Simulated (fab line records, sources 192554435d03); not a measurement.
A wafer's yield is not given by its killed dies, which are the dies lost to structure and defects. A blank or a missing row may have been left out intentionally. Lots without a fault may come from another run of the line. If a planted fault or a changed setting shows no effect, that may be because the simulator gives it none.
fab line records	flow n5_finfet
[record] lots = 24	wafers = 72	last_day = 19
route steps=1938 shown BEOL_M14@1728 BEOL_M15@1790
lots with no fault: from the same line, run without faults
start_h: the number of hours between the record's first day and the start of the first shown wafer of the lot	wait_h: how many hours have passed since the lot's step before this one	" unchanged from the row above	L1.1+2: a single row standing in for several wafers	- value missing, or start not given	* or withheld: withheld	< > ~ a bound
route shown NAME@n: names a module that has steps shown in the file, with the first one's number in the route	usual: mean and standard deviation over wafers with no fault	same: alike in all rows	chamber/n: place in a boat	sites: the reading at each site	_std_site: how widely they spread, as a standard deviation	_edge_site: inner sites' mean taken away from outer sites' mean	radius_mm: for every site, how far away it sits from the centre of the wafer	mask NAME#n: copy n	behind: the last tool/chamber to shape the wafer	hold: why the lot went on hold/how many hours it stayed there/how the hold came to an end	device: names the non-switching transistor (n, p or np)	end of line: the route-end tests of the same wafers	a step with no rows: only its recipe	killed: at the first sort, the dies lost to defects and structure; wafer yield is something else	map: a wafer's dies, marking killed ones x, the rest . and places with no die _
set.NAME: the setting as run; set.NAME@STEP: as run at that earlier step	model.NAME: the simulator's own value behind a step, which no gauge read
one table for each step of the route and one row for each wafer, over a sample of lots
services: a tool's chamber out of use, with start hour (start_h, from the record's first day; less than 0 if before it), hours out, and reason
[[steps]]
[step N5_BEOL_M14_INSPECT_12]
[recipe] mode = adi	inspect_instrument = macro
[usual] raw_defect_count = 2.1/1.5
lot.wafer	tool	chamber	start_h	wait_h	raw_defect_count
L075.2	defect_inspect-01	-	281.21	0.0	0
L075.4	"	-	"	"	2
L075.5	"	-	"	"	2
L074.2	defect_inspect-01	-	282.75	0.0	4
L074.5	"	-	"	"	1
L074.6	"	-	"	"	2
L077.2	defect_inspect-02	-	288.82	0.0	3
L077.3	"	-	"	"	2
L077.6	"	-	"	"	2
L078.1	defect_inspect-02	-	289.72	0.0	2
L078.2	"	-	"	"	0
L078.6	"	-	"	"	5
L076.2	defect_inspect-01	-	301.61	0.0	4
L076.4	"	-	"	"	0
L076.6	"	-	"	"	3
L080.1	defect_inspect-02	-	305.08	0.0	4
L080.3	"	-	"	"	0
L080.6	"	-	"	"	4
L079.1	defect_inspect-01	-	307.66	0.0	2
L079.4	"	-	"	"	2
L079.5	"	-	"	"	1
L081.3	defect_inspect-01	-	315.31	0.0	3
L081.5	"	-	"	"	3
L081.6	"	-	"	"	2
L082.3	defect_inspect-02	-	335.72	0.0	2
L082.5	"	-	"	"	1
L082.6	"	-	"	"	3
L083.2	defect_inspect-02	-	337.87	0.0	3
L083.3	"	-	"	"	1
L083.4	"	-	"	"	5
L085.4	defect_inspect-01	-	339.20	0.0	3
L085.5	"	-	"	"	1
L085.6	"	-	"	"	0
L086.2	defect_inspect-01	-	339.72	0.0	1
L086.5	"	-	"	"	3
L086.6	"	-	"	"	3
L084.1	defect_inspect-01	-	355.12	0.0	2
L084.4	"	-	"	"	3
L084.5	"	-	"	"	1
L087.4	defect_inspect-01	-	363.51	0.0	3
L087.5	"	-	"	"	0
L087.6	"	-	"	"	1
L088.2	defect_inspect-02	-	373.40	0.0	1
L088.3	"	-	"	"	1
L088.4	"	-	"	"	1
L091.1	defect_inspect-01	-	376.03	0.0	3
L091.2	"	-	"	"	2
L091.4	"	-	"	"	0
L090.3	defect_inspect-01	-	384.62	0.0	3
L090.4	"	-	"	"	3
L090.5	"	-	"	"	2
L093.3	defect_inspect-02	-	385.32	0.0	1
L093.4	"	-	"	"	2
L093.6	"	-	"	"	1
L089.1	defect_inspect-02	-	386.90	0.0	4
L089.5	"	-	"	"	2
L089.6	"	-	"	"	0
L092.1	defect_inspect-01	-	397.29	0.0	6
L092.3	"	-	"	"	1
L092.5	"	-	"	"	2
L094.1	defect_inspect-01	-	410.85	0.0	5
L094.2	"	-	"	"	2
L094.5	"	-	"	"	2
L095.1	defect_inspect-01	-	418.80	0.0	0
L095.4	"	-	"	"	3
L095.5	"	-	"	"	2
L096.2	defect_inspect-01	-	418.96	0.0	4
L096.3	"	-	"	"	0
L096.6	"	-	"	"	2
L097.3	defect_inspect-02	-	421.81	0.0	1
L097.4	"	-	"	"	0
L097.5	"	-	"	"	2
[step N5_BEOL_M14_DESCUM_15]
[recipe] chemistry = O2	time_s = 7.9	source_power_w = 50	bias_power_w = 20	pressure_mtorr = 20	rf_frequency_hz = 2.712e+07	temp_c = 40	o2_flow_sccm = 225
[usual] drypump_motor_current_A = 5.8/0.43	oes_product_au = 0.83/0.1	rf_vpp_V = 243.8/1.5	showerhead_plenum_p_Torr = 2.13/0.078	throttle_valve_pct = 20.40/0.26
lot.wafer	tool	chamber	start_h	wait_h	drypump_motor_current_A	oes_product_au	rf_hours_counter_h	rf_vpp_V	showerhead_plenum_p_Torr	throttle_valve_pct
L075.2	rie_diel-05	2	281.24	0.0	5.5	0.71	237	244.4	2.17	20.52
L075.4	"	1	"	"	6.5	0.96	9	245.7	2.22	20.29
L075.5	"	2	"	"	5.5	0.71	-	244.1	2.17	20.50
L074.2	rie_diel-05	1	282.79	0.0	6.5	0.95	9	243.7	2.22	20.27
L074.5	"	2	"	"	5.5	0.70	-	245.7	2.17	20.49
L074.6	"	3	"	"	6.1	0.71	-	244.8	2.06	20.49
L077.2	rie_diel-02	2	288.91	0.1	6.4	0.77	107	245.1	2.21	20.50
L077.3	"	1	"	"	5.8	0.69	240	244.4	2.15	20.71
L077.6	"	1	"	"	5.8	0.68	-	244.5	2.15	20.69
L078.1	rie_diel-05	0	289.76	0.0	5.6	0.67	245	242.6	2.07	20.96
L078.2	"	1	"	"	6.5	0.94	11	246.0	2.22	20.28
L078.6	"	0	"	"	5.6	0.67	-	242.3	2.07	20.98
L076.2	rie_diel-02	2	301.64	0.0	6.4	0.77	112	245.4	2.21	20.53
L076.4	"	2	"	"	6.4	0.78	-	243.7	2.21	20.52
L076.6	"	1	"	"	5.8	0.68	-	245.0	2.15	20.70
L080.1	rie_diel-04	2	305.12	0.0	6.1	0.71	236	241.1	1.97	20.35
L080.3	"	0	"	"	5.6	0.75	130	241.9	2.01	20.15
L080.6	"	3	"	"	5.7	0.98	-	244.7	2.15	20.68
L079.1	rie_diel-02	1	307.69	0.0	5.8	0.68	248	244.3	2.15	20.72
L079.4	"	1	"	"	5.8	0.67	-	244.6	2.15	20.71
L079.5	"	2	"	"	6.4	0.77	-	244.0	2.21	20.52
L081.3	rie_diel-05	2	315.39	0.1	5.5	0.70	246	245.7	2.17	20.54
L081.5	"	2	"	"	5.5	0.70	-	244.2	2.17	20.51
L081.6	"	3	"	"	6.1	0.71	-	244.3	2.06	20.52
L082.3	rie_diel-02	0	347.05	11.3	5.8	0.87	47	246.8	2.22	20.17
L082.5	"	2	"	"	6.3	0.77	-	245.8	2.21	20.53
L082.6	"	3	"	"	4.9	0.92	-	243.0	2.03	19.98
L083.2	rie_diel-02	0	348.82	10.9	5.8	0.86	48	245.7	2.22	20.17
L083.3	"	3	"	"	4.9	0.92	25	242.1	2.03	19.96
L083.4	"	0	"	"	5.8	0.86	-	245.8	2.22	20.16
L085.4	rie_diel-05	1	349.46	10.3	6.5	0.90	30	244.8	2.21	20.30
L085.5	"	1	"	"	6.5	0.91	-	245.7	2.21	20.30
L085.6	"	0	"	"	5.6	0.97	-	244.4	2.07	20.55
L086.2	rie_diel-04	0	349.77	10.0	5.6	0.74	142	242.0	2.01	20.19
L086.5	"	3	"	"	5.7	0.92	-	243.7	2.15	20.69
L086.6	"	2	"	"	6.1	0.70	-	241.5	1.97	20.39
L084.1	rie_diel-05	0	356.03	0.9	5.6	0.96	8	242.3	2.06	20.56
L084.4	"	3	"	"	6.1	0.70	227	242.3	2.05	20.54
L084.5	"	3	"	"	6.1	0.70	-	242.0	2.05	20.53
L087.4	rie_diel-02	3	363.54	0.0	4.9	0.92	33	240.9	2.03	19.99
L087.5	"	2	"	"	6.4	0.77	-	243.8	2.21	20.55
L087.6	"	1	"	"	5.8	0.97	-	244.4	2.15	20.27
L088.2	rie_diel-05	0	373.65	0.3	5.6	0.94	14	241.6	2.06	20.57
L088.3	"	1	"	"	6.5	0.89	41	245.1	2.20	20.30
L088.4	"	2	"	"	5.5	0.94	11	243.1	2.16	20.06
L091.1	rie_diel-04	1	376.15	0.1	5.3	0.89	21	242.7	2.16	20.76
L091.2	"	3	"	"	5.7	0.89	23	243.2	2.14	20.71
L091.4	"	2	"	"	6.1	0.97	2	245.1	2.23	19.94
L090.3	rie_diel-04	0	384.65	0.0	5.6	0.73	156	241.9	2.00	20.21
L090.4	"	1	"	"	5.3	0.89	24	243.1	2.16	20.77
L090.5	"	1	"	"	5.3	0.89	-	244.7	2.16	20.78
L093.3	rie_diel-05	1	385.35	0.0	6.5	0.87	44	245.3	2.20	20.32
L093.4	"	0	"	"	5.6	0.94	17	242.4	2.06	20.54
L093.6	"	0	"	"	5.6	0.93	-	242.0	2.06	20.58
L089.1	rie_diel-02	3	386.93	0.0	4.9	0.89	44	244.5	2.02	20.01
L089.5	"	3	"	"	4.9	0.89	-	242.7	2.02	20.00
L089.6	"	0	"	"	5.8	0.84	-	245.8	2.22	20.20
L092.1	rie_diel-02	1	397.40	0.1	5.8	0.95	10	244.9	2.14	20.27
L092.3	"	0	"	"	5.8	0.84	72	245.2	2.22	20.19
L092.5	"	2	"	"	6.4	0.75	-	246.0	2.20	20.57
L094.1	rie_diel-02	1	410.88	0.0	5.8	0.94	15	243.4	2.14	20.30
L094.2	"	0	"	"	5.8	0.83	76	246.3	2.21	20.21
L094.5	"	2	"	"	6.4	0.75	-	244.1	2.20	20.57
L095.1	rie_diel-05	1	418.83	0.0	6.5	0.85	58	243.2	2.20	20.33
L095.4	"	1	"	"	6.5	0.84	-	245.9	2.20	20.34
L095.5	"	2	"	"	5.5	0.91	-	242.9	2.16	20.08
L096.2	rie_diel-04	3	418.99	0.0	5.7	0.88	36	243.7	2.14	20.72
L096.3	"	2	"	"	6.1	0.93	17	245.4	2.22	19.96
L096.6	"	3	"	"	5.7	0.87	-	243.9	2.14	20.73
L097.3	rie_diel-04	2	422.55	0.7	6.1	0.92	19	245.5	2.22	19.96
L097.4	"	0	"	"	5.6	0.72	171	242.4	2.00	20.21
L097.5	"	0	"	"	5.6	0.72	-	242.0	2.00	20.23
[step N5_BEOL_M14_OVL_MEAS_29]
[recipe] points_per_wafer = 44
[usual] M14_OVL = -2/4.4
lot.wafer	tool	chamber	start_h	wait_h	M14_OVL[nm]
L075.2	overlay-01	0	282.16	0.0	-8
L075.4	"	0	"	"	-7
L075.5	"	0	"	"	-5
L074.2	overlay-01	0	283.70	0.0	-3
L074.5	"	0	"	"	-1
L074.6	"	0	"	"	4
L077.2	overlay-01	0	289.71	0.0	-9
L077.3	"	0	"	"	0
L077.6	"	0	"	"	-3
L078.1	overlay-01	0	290.67	0.0	-4
L078.2	"	0	"	"	-2
L078.6	"	0	"	"	-3
L076.2	overlay-02	0	302.51	0.0	0
L076.4	"	0	"	"	-3
L076.6	"	0	"	"	-3
L080.1	overlay-02	0	305.91	0.0	-3
L080.3	"	0	"	"	-2
L080.6	"	0	"	"	9
L079.1	overlay-01	0	308.49	0.0	-10
L079.4	"	0	"	"	-8
L079.5	"	0	"	"	-2
L081.3	overlay-02	0	316.18	0.0	1
L081.5	"	0	"	"	-3
L081.6	"	0	"	"	1
L082.3	overlay-01	0	347.85	0.0	2
L082.5	"	0	"	"	-5
L082.6	"	0	"	"	0
L083.2	overlay-01	0	349.61	0.0	0
L083.3	"	0	"	"	-1
L083.4	"	0	"	"	-2
L085.4	overlay-01	0	350.38	0.0	-4
L085.5	"	0	"	"	-13
L085.6	"	0	"	"	-6
L086.2	overlay-02	0	350.56	0.0	-2
L086.5	"	0	"	"	-3
L086.6	"	0	"	"	-4
L084.1	overlay-02	0	356.95	0.0	-2
L084.4	"	0	"	"	-3
L084.5	"	0	"	"	-5
L087.4	overlay-02	0	364.34	0.0	-6
L087.5	"	0	"	"	-6
L087.6	"	0	"	"	-3
L088.2	overlay-01	0	374.44	0.0	2
L088.3	"	0	"	"	1
L088.4	"	0	"	"	-1
L091.1	overlay-02	0	376.94	0.0	-7
L091.2	"	0	"	"	-6
L091.4	"	0	"	"	-4
L090.3	overlay-01	0	385.44	0.0	-1
L090.4	"	0	"	"	-2
L090.5	"	0	"	"	2
L093.3	overlay-02	0	386.28	0.0	3
L093.4	"	0	"	"	1
L093.6	"	0	"	"	-1
L089.1	overlay-01	0	387.85	0.0	-4
L089.5	"	0	"	"	-4
L089.6	"	0	"	"	-3
L092.1	overlay-02	0	398.21	0.0	0
L092.3	"	0	"	"	1
L092.5	"	0	"	"	-1
L094.1	overlay-02	0	411.69	0.0	3
L094.2	"	0	"	"	1
L094.5	"	0	"	"	5
L095.1	overlay-01	0	419.62	0.0	-1
L095.4	"	0	"	"	-3
L095.5	"	0	"	"	5
L096.2	overlay-02	0	419.91	0.0	-7
L096.3	"	0	"	"	-7
L096.6	"	0	"	"	-3
L097.3	overlay-01	0	423.47	0.0	1
L097.4	"	0	"	"	1
L097.5	"	0	"	"	5
[step N5_BEOL_M14_THK_MEAS_50]
[recipe] thk_meas_gauge = xrf	reads = Cu_of_BEOL_M14_ECD_47
[usual] M14_THK = 559/15
lot.wafer	tool	chamber	start_h	wait_h	M14_THK[nm]
L075.2	film_metro-01	-	286.05	-	547
L075.4	"	-	"	"	531
L075.5	"	-	"	"	548
L074.2	film_metro-02	-	286.32	-	529
L074.5	"	-	"	"	562
L074.6	"	-	"	"	574
L077.2	film_metro-02	-	293.84	-	550
L077.3	"	-	"	"	562
L077.6	"	-	"	"	565
L078.1	film_metro-01	-	293.86	-	536
L078.2	"	-	"	"	552
L078.6	"	-	"	"	554
L076.2	film_metro-01	-	309.98	-	570
L076.4	"	-	"	"	525
L076.6	"	-	"	"	559
L080.1	film_metro-02	-	312.55	-	549
L080.3	"	-	"	"	564
L080.6	"	-	"	"	571
L079.1	film_metro-01	-	317.26	-	575
L079.4	"	-	"	"	569
L079.5	"	-	"	"	578
L081.3	film_metro-01	-	319.40	-	530
L081.5	"	-	"	"	582
L081.6	"	-	"	"	527
L082.3	film_metro-01	-	353.29	-	580
L082.5	"	-	"	"	578
L082.6	"	-	"	"	568
L083.2	film_metro-01	-	355.16	-	572
L083.3	"	-	"	"	560
L083.4	"	-	"	"	555
L085.4	film_metro-02	-	355.77	-	549
L085.5	"	-	"	"	555
L085.6	"	-	"	"	570
L086.2	film_metro-02	-	356.45	-	569
L086.5	"	-	"	"	575
L086.6	"	-	"	"	570
L084.1	film_metro-02	-	363.56	-	581
L084.4	"	-	"	"	553
L084.5	"	-	"	"	558
L087.4	film_metro-01	-	367.34	-	545
L087.5	"	-	"	"	545
L087.6	"	-	"	"	560
L088.2	film_metro-01	-	383.57	-	585
L088.3	"	-	"	"	552
L088.4	"	-	"	"	554
L091.1	film_metro-01	-	384.29	-	569
L091.2	"	-	"	"	560
L091.4	"	-	"	"	537
L090.3	film_metro-02	-	391.92	-	568
L090.4	"	-	"	"	535
L090.5	"	-	"	"	540
L093.3	film_metro-02	-	392.23	-	563
L093.4	"	-	"	"	578
L093.6	"	-	"	"	547
L089.1	film_metro-02	-	395.40	-	555
L089.5	"	-	"	"	571
L089.6	"	-	"	"	554
L092.1	film_metro-02	-	402.25	-	578
L092.3	"	-	"	"	580
L092.5	"	-	"	"	560
L094.1	film_metro-02	-	414.15	-	578
L094.2	"	-	"	"	555
L094.5	"	-	"	"	559
L095.1	film_metro-01	-	422.00	-	556
L095.4	"	-	"	"	573
L095.5	"	-	"	"	554
L096.2	film_metro-02	-	422.41	-	552
L096.3	"	-	"	"	572
L096.6	"	-	"	"	553
L097.3	film_metro-02	-	428.95	-	564
L097.4	"	-	"	"	577
L097.5	"	-	"	"	564
[step N5_BEOL_M15_STRIP_64]
[recipe] chemistry = O2	power_w = 600	temp_c = 60	pressure_mtorr = 30	rf_frequency_hz = 6e+07	bias_power_w = 0	overash_fraction = 0.3	o2_flow_sccm = 225
[usual] drypump_motor_current_A = 5.8/0.47	oes_product_au = 0.76/0.074	rf_vpp_V = 3.7/0.48	showerhead_plenum_p_Torr = 2.11/0.067	throttle_valve_pct = 16.72/0.25
lot.wafer	tool	chamber	start_h	wait_h	drypump_motor_current_A	oes_product_au	rf_hours_counter_h	rf_vpp_V	showerhead_plenum_p_Torr	throttle_valve_pct
L075.2	rie_diel-01	1	-	-	5.8	0.68	224	4.1	2.00	16.93
L075.4	"	2	"	"	5.9	0.76	133	2.9	2.20	16.84
L075.5	"	3	"	"	6.3	0.82	-	4.4	2.04	16.41
L074.2	rie_diel-06	0	-	-	6.6	0.87	64	4.1	2.12	16.12
L074.5	"	3	"	"	6.0	0.73	-	4.0	2.10	16.73
L074.6	"	0	"	"	6.6	0.87	-	4.1	2.12	16.13
L078.1	rie_diel-06	0	-	-	6.6	0.85	67	3.5	2.12	16.13
L078.2	"	2	"	"	6.0	0.71	191	4.0	2.15	16.60
L078.6	"	3	"	"	6.0	0.73	-	4.1	2.10	16.73
L077.2	rie_diel-01	1	-	-	5.8	0.68	227	3.7	1.99	16.92
L077.3	"	0	"	"	6.0	0.70	209	3.2	2.10	17.05
L077.6	"	2	"	"	5.8	0.75	-	3.3	2.20	16.83
L076.2	rie_diel-01	3	-	-	6.2	0.82	82	3.2	2.04	16.43
L076.4	"	0	"	"	6.0	0.68	214	4.7	2.10	17.07
L076.6	"	1	"	"	5.8	0.68	-	3.5	1.99	16.94
L080.1	rie_diel-03	2	-	-	5.1	0.76	123	4.2	2.13	16.74
L080.3	"	0	"	"	5.5	0.87	49	3.1	2.13	16.55
L080.6	"	1	"	"	5.0	0.79	-	4.0	2.02	16.96
L079.1	rie_diel-06	3	-	-	6.0	0.73	188	3.9	2.10	16.73
L079.4	"	2	"	"	6.0	0.72	198	3.6	2.15	16.64
L079.5	"	2	"	"	6.0	0.71	-	3.9	2.15	16.64
L081.3	rie_diel-06	0	-	-	6.6	0.85	76	4.0	2.12	16.13
L081.5	"	0	"	"	6.6	0.86	-	3.2	2.12	16.13
L081.6	"	1	"	"	5.2	0.86	-	3.5	2.13	16.77
L082.3	rie_diel-06	1	-	-	5.2	0.83	65	3.9	2.13	16.81
L082.5	"	2	"	"	5.9	0.72	-	3.0	2.15	16.66
L082.6	"	3	"	"	6.0	0.71	-	3.3	2.10	16.75
L083.2	rie_diel-03	1	-	-	5.0	0.78	140	4.3	2.02	16.96
L083.3	"	2	"	"	5.1	0.76	132	4.0	2.12	16.77
L083.4	"	0	"	"	5.5	0.85	57	3.2	2.12	16.56
L085.4	rie_diel-01	2	-	-	5.9	0.73	153	3.9	2.20	16.89
L085.5	"	2	"	"	5.8	0.72	-	4.5	2.20	16.88
L085.6	"	1	"	"	5.8	0.67	-	3.1	1.99	16.94
L086.2	rie_diel-03	2	-	-	5.1	0.76	133	3.9	2.12	16.76
L086.5	"	1	"	"	5.0	0.79	-	3.2	2.01	16.96
L086.6	"	0	"	"	5.5	0.86	-	3.7	2.12	16.56
L084.1	rie_diel-01	2	-	-	5.9	0.73	157	4.6	2.20	16.88
L084.4	"	0	"	"	6.1	0.67	228	4.0	2.09	17.09
L084.5	"	3	"	"	6.2	0.80	-	4.2	2.04	16.47
L087.4	rie_diel-01	0	-	-	6.0	0.68	229	3.8	2.09	17.09
L087.5	"	3	"	"	6.3	0.80	-	3.2	2.03	16.47
L087.6	"	0	"	"	6.0	0.68	-	3.5	2.09	17.09
L088.2	rie_diel-03	0	-	-	5.5	0.84	66	4.0	2.12	16.58
L088.3	"	1	"	"	5.0	0.78	151	3.2	2.01	17.00
L088.4	"	3	"	"	4.7	0.71	182	3.8	2.01	16.85
L091.1	rie_diel-01	3	-	-	6.3	0.79	105	3.0	2.03	16.48
L091.2	"	2	"	"	5.8	0.73	164	2.9	2.19	16.90
L091.4	"	2	"	"	5.8	0.73	-	3.7	2.19	16.88
L090.3	rie_diel-01	3	-	-	6.2	0.78	109	4.0	2.03	16.48
L090.4	"	0	"	"	6.1	0.66	-	3.9	2.09	17.11
L090.5	"	3	"	"	6.3	0.78	-	3.7	2.03	16.50
L093.3	rie_diel-06	2	-	-	6.0	0.71	221	3.8	2.14	16.67
L093.4	"	1	"	"	5.2	0.82	-	3.2	2.12	16.81
L093.6	"	2	"	"	6.0	0.70	-	3.4	2.14	16.67
L089.1	rie_diel-06	3	-	-	6.0	0.70	209	2.7	2.09	16.78
L089.5	"	3	"	"	6.0	0.70	-	3.3	2.09	16.77
L089.6	"	2	"	"	5.9	0.69	-	4.2	2.14	16.67
L092.1	rie_diel-01	3	-	-	6.2	0.78	116	4.3	2.03	16.48
L092.3	"	2	"	"	5.8	0.73	175	3.0	2.19	16.93
L092.5	"	0	"	"	6.0	0.66	-	4.2	2.09	17.12
L094.1	rie_diel-01	1	-	-	5.8	1.00	1	4.3	2.25	16.51
L094.2	"	3	"	"	6.3	0.77	124	3.3	2.03	16.51
L094.5	"	3	"	"	6.2	0.77	-	3.5	2.03	16.50
L095.1	rie_diel-01	2	-	-	5.9	0.71	189	3.5	2.18	16.93
L095.4	"	2	"	"	5.8	0.71	-	3.5	2.18	16.94
L095.5	"	3	"	"	6.3	0.77	-	4.2	2.02	16.53
L096.2	rie_diel-06	3	-	-	6.0	0.69	224	3.7	2.09	16.80
L096.3	"	0	"	"	6.6	0.79	113	3.5	2.11	16.23
L096.6	"	2	"	"	6.0	0.68	-	2.9	2.14	16.71
L097.3	rie_diel-01	2	-	-	5.9	0.71	192	4.1	2.18	16.95
L097.4	"	1	"	"	5.8	0.96	-	3.7	2.25	16.52
L097.5	"	2	"	"	5.9	0.71	-	4.0	2.18	16.94
[step N5_BEOL_M15_CD_MEAS_28]
[recipe] target_cd_nm = 407.6	landing_energy_ev = 500	detector = se_inlens
[usual] cd_nm = 408.1/1.8
lot.wafer	tool	chamber	start_h	wait_h	cd_nm
L075.2	cd_sem-01	0	290.46	-	408.2
L075.4	"	0	"	"	407.6
L075.5	"	0	"	"	409.5
L074.2	cd_sem-03	0	291.25	-	407.7
L074.5	"	0	"	"	407.5
L074.6	"	0	"	"	406.2
L078.1	cd_sem-03	0	296.28	-	409.8
L078.2	"	0	"	"	412.1
L078.6	"	0	"	"	409.5
L077.2	cd_sem-02	0	296.47	-	406.4
L077.3	"	0	"	"	409.3
L077.6	"	0	"	"	407.3
L076.2	cd_sem-02	0	312.41	-	407.1
L076.4	"	0	"	"	410.6
L076.6	"	0	"	"	411.1
L080.1	cd_sem-01	0	314.89	-	407.5
L080.3	"	0	"	"	408.7
L080.6	"	0	"	"	410.4
L079.1	cd_sem-01	0	319.73	-	408.0
L079.4	"	0	"	"	409.3
L079.5	"	0	"	"	411.0
L081.3	cd_sem-03	0	322.01	-	410.7
L081.5	"	0	"	"	410.8
L081.6	"	0	"	"	407.3
L082.3	cd_sem-02	0	355.49	-	409.6
L082.5	"	0	"	"	408.1
L082.6	"	0	"	"	410.3
L083.2	cd_sem-01	0	357.63	-	407.5
L083.3	"	0	"	"	407.6
L083.4	"	0	"	"	407.4
L085.4	cd_sem-03	0	358.73	-	409.6
L085.5	"	0	"	"	411.3
L085.6	"	0	"	"	409.9
L086.2	cd_sem-03	0	359.04	-	408.8
L086.5	"	0	"	"	410.2
L086.6	"	0	"	"	411.0
L084.1	cd_sem-01	0	366.06	-	411.3
L084.4	"	0	"	"	404.7
L084.5	"	0	"	"	407.8
L087.4	cd_sem-02	0	369.58	-	406.8
L087.5	"	0	"	"	407.3
L087.6	"	0	"	"	409.5
L088.2	cd_sem-01	0	386.07	-	405.3
L088.3	"	0	"	"	406.2
L088.4	"	0	"	"	405.9
L091.1	cd_sem-03	0	386.61	-	407.0
L091.2	"	0	"	"	408.7
L091.4	"	0	"	"	408.4
L090.3	cd_sem-01	0	395.09	-	406.5
L090.4	"	0	"	"	407.7
L090.5	"	0	"	"	408.9
L093.3	cd_sem-03	0	395.72	-	406.1
L093.4	"	0	"	"	407.5
L093.6	"	0	"	"	407.2
L089.1	cd_sem-01	0	398.61	-	409.6
L089.5	"	0	"	"	405.9
L089.6	"	0	"	"	406.2
L092.1	cd_sem-01	0	405.79	-	410.0
L092.3	"	0	"	"	408.8
L092.5	"	0	"	"	407.8
L094.1	cd_sem-01	0	418.97	-	405.1
L094.2	"	0	"	"	406.6
L094.5	"	0	"	"	408.5
L095.1	cd_sem-02	0	426.15	-	409.7
L095.4	"	0	"	"	410.3
L095.5	"	0	"	"	408.8
L096.2	cd_sem-01	0	426.80	-	407.1
L096.3	"	0	"	"	408.7
L096.6	"	0	"	"	409.3
L097.3	cd_sem-03	0	431.20	-	408.1
L097.4	"	0	"	"	407.4
L097.5	"	0	"	"	405.5
[[services]]
tool	chamber	start_h	hours	kind
rie_diel-03	2	257.70	2.6	repair
rie_diel-02	-	268.92	2.8	pm
rie_diel-03	-	281.46	14.6	pm
rie_diel-05	2	293.30	10.5	repair
rie_diel-05	-	300.33	0.8	repair
rie_diel-02	0	304.01	13.7	repair
rie_diel-04	-	328.22	20.3	repair
rie_diel-02	2	329.23	17.8	repair
rie_diel-05	-	333.67	14.6	pm
rie_diel-03	0	348.81	7.2	repair
rie_diel-05	0	359.71	4.8	repair
rie_diel-04	3	360.47	4.1	repair
rie_diel-02	1	377.18	19.5	repair
rie_diel-01	1	381.93	-	clean
rie_diel-01	1	381.93	-	consumable_replace:focus_ring
rie_diel-01	1	381.93	-	consumable_replace:showerhead
rie_diel-01	1	381.93	34.8	scheduled_down
rie_diel-01	1	381.93	34.8	vent_cycle
rie_diel-06	3	390.17	4.9	repair
rie_diel-04	1	399.45	5.4	repair
rie_diel-02	3	410.07	7.9	repair
rie_diel-01	0	412.31	8.5	repair
rie_diel-05	0	420.52	6.9	repair
rie_diel-01	0	420.85	-	clean
[[key]]
fault none
